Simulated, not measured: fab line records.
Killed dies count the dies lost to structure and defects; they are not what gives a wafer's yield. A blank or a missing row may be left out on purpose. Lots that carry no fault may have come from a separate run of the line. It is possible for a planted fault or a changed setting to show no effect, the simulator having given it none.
Matching of chambers :: flow nand_harc :: pecvd-03 running NHARC_A_SLIT_DEP_23: 3 sister chambers
The step deposits SiON, target thk 100 nm. 18 wafers are shown with their chamber, then 9 later ones without.

## WAFERS WITH THEIR CHAMBER
wafer: L075.1
chamber: 1
showerhead_vpp_V (V): 1236
heater_power_w (W): 785

wafer: L075.2
chamber: 2
showerhead_vpp_V (V): 1131
heater_power_w (W): 599

wafer: L075.6
chamber: 0
showerhead_vpp_V (V): 1143
heater_power_w (W): 710

wafer: L078.2
chamber: 0
showerhead_vpp_V (V): 1160
heater_power_w (W): 668

wafer: L078.4
chamber: 1
showerhead_vpp_V (V): 1253
heater_power_w (W): 722

wafer: L078.5
chamber: 2
showerhead_vpp_V (V): 1118
heater_power_w (W): 625

wafer: L082.1
chamber: 1
showerhead_vpp_V (V): 1251
heater_power_w (W): 738

wafer: L082.2
chamber: 2
showerhead_vpp_V (V): 1132
heater_power_w (W): 692

wafer: L082.4
chamber: 1
showerhead_vpp_V (V): 1232
heater_power_w (W): 737

wafer: L083.1
chamber: 1
showerhead_vpp_V (V): 1247
heater_power_w (W): 748

wafer: L083.2
chamber: 0
showerhead_vpp_V (V): 1144
heater_power_w (W): 647

wafer: L083.3
chamber: 2
showerhead_vpp_V (V): 1120
heater_power_w (W): 609

wafer: L084.1
chamber: 0
showerhead_vpp_V (V): 1149
heater_power_w (W): 685

wafer: L084.2
chamber: 1
showerhead_vpp_V (V): 1243
heater_power_w (W): 730

wafer: L084.3
chamber: 2
showerhead_vpp_V (V): 1118
heater_power_w (W): 615

wafer: L087.1
chamber: 2
showerhead_vpp_V (V): 1130
heater_power_w (W): 642

wafer: L087.2
chamber: 1
showerhead_vpp_V (V): 1253
heater_power_w (W): 700

wafer: L087.6
chamber: 0
showerhead_vpp_V (V): 1145
heater_power_w (W): 598

SIGNATURES, as means of the wafers listed above
reading: showerhead_vpp_V
chamber 0: 1148.20
chamber 1: 1245.00
chamber 2: 1124.83
scatter within a chamber: 7.53

reading: heater_power_w
chamber 0: 661.60
chamber 1: 737.14
chamber 2: 630.33
scatter within a chamber: 33.6
Rule: for each reading, subtract the chamber's mean from the wafer's reading, divide by that reading's scatter and square the result; add these up over the readings and take the root, which gives the wafer's distance from the chamber. The wafer belongs to the nearest chamber; if the next one is less than 2 further off, it can't be placed. The scatter is the square root of a quotient: the sum, over the shown wafers, of each reading's squared deviation from its chamber's mean, divided by wafers minus chambers.

## WAFERS WITH NO CHAMBER GIVEN
wafer: L085.1
showerhead_vpp_V (V): 1141
heater_power_w (W): 696

wafer: L085.2
showerhead_vpp_V (V): 1147
heater_power_w (W): 706

wafer: L085.5
showerhead_vpp_V (V): 1256
heater_power_w (W): 789

wafer: L088.1
showerhead_vpp_V (V): 1143
heater_power_w (W): 726

wafer: L088.5
showerhead_vpp_V (V): 1136
heater_power_w (W): 667

wafer: L088.6
showerhead_vpp_V (V): 1251
heater_power_w (W): 785

wafer: L091.1
showerhead_vpp_V (V): 1223
heater_power_w (W): 781

wafer: L091.4
showerhead_vpp_V (V): 1165
heater_power_w (W): 728

wafer: L091.5
showerhead_vpp_V (V): 1221
heater_power_w (W): 787

## WHICH CHAMBER EACH ONE RAN IN
wafer: L085.1
from the rows above: can't be placed: 0 or 2
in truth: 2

wafer: L085.2
from the rows above: 0
in truth: 0

wafer: L085.5
from the rows above: 1
in truth: 1

wafer: L088.1
from the rows above: can't be placed: 0 or 2
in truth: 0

wafer: L088.5
from the rows above: can't be placed: 0 or 2
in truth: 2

wafer: L088.6
from the rows above: 1
in truth: 1

wafer: L091.1
from the rows above: 1
in truth: 1

wafer: L091.4
from the rows above: 0
in truth: 0

wafer: L091.5
from the rows above: 1
in truth: 1
Correct placement for 6 of the 9. Not placeable from these rows: 3 (in 3, the candidates include the true chamber). 0 placed wrongly.
